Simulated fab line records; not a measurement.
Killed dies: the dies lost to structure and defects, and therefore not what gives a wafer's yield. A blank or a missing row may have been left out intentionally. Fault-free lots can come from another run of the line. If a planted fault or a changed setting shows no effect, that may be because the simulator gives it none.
Chamber matching / flow n5-finfet / rie-diel-03 running N5_BEOL_M15_TRENCH_ETCH_34: 4 sister chambers
The step etches SiO2 in C4F8/O2/Ar, target depth 872.93 nm, time 199 s. 4 wafers are shown with their chamber, then 8 later ones without.

== WAFERS PAIRED WITH THEIR CHAMBERS ==
wafer=L089.2; chamber=2; rf-vpp-V (V)=2239
wafer=L091.1; chamber=3; rf-vpp-V (V)=2181
wafer=L091.5; chamber=0; rf-vpp-V (V)=2214
wafer=L092.3; chamber=1; rf-vpp-V (V)=2326

== WAFERS WHOSE CHAMBER IS MISSING ==
wafer=L092.4; rf-vpp-V (V)=2182
wafer=L092.5; rf-vpp-V (V)=2215
wafer=L094.1; rf-vpp-V (V)=2326
wafer=L094.4; rf-vpp-V (V)=2238
wafer=L094.5; rf-vpp-V (V)=2238
wafer=L097.3; rf-vpp-V (V)=2238
wafer=L097.5; rf-vpp-V (V)=2326
wafer=L097.6; rf-vpp-V (V)=2239

== EACH ONE'S CHAMBER ==
wafer=L092.4; from the rows above=3; in truth=3
wafer=L092.5; from the rows above=0; in truth=0
wafer=L094.1; from the rows above=1; in truth=1
wafer=L094.4; from the rows above=2; in truth=2
wafer=L094.5; from the rows above=2; in truth=2
wafer=L097.3; from the rows above=2; in truth=2
wafer=L097.5; from the rows above=1; in truth=1
wafer=L097.6; from the rows above=2; in truth=2
Correct placement for 8 of the 8. From these rows, 0 cannot be placed. Wrongly placed: 0.
How it was worked out, from the rows above alone: a wafer's distance from a chamber is the root of the sum, over the readings, of the square of ((its reading less the chamber's mean) divided by the reading's scatter). The wafer belongs to the nearest chamber; if the next one is less than 2 further off, it can't be placed. A chamber's mean is the mean of its shown wafers. The scatter: root of mean squared gap, hidden wafer to nearest shown wafer, with one shown wafer a chamber.
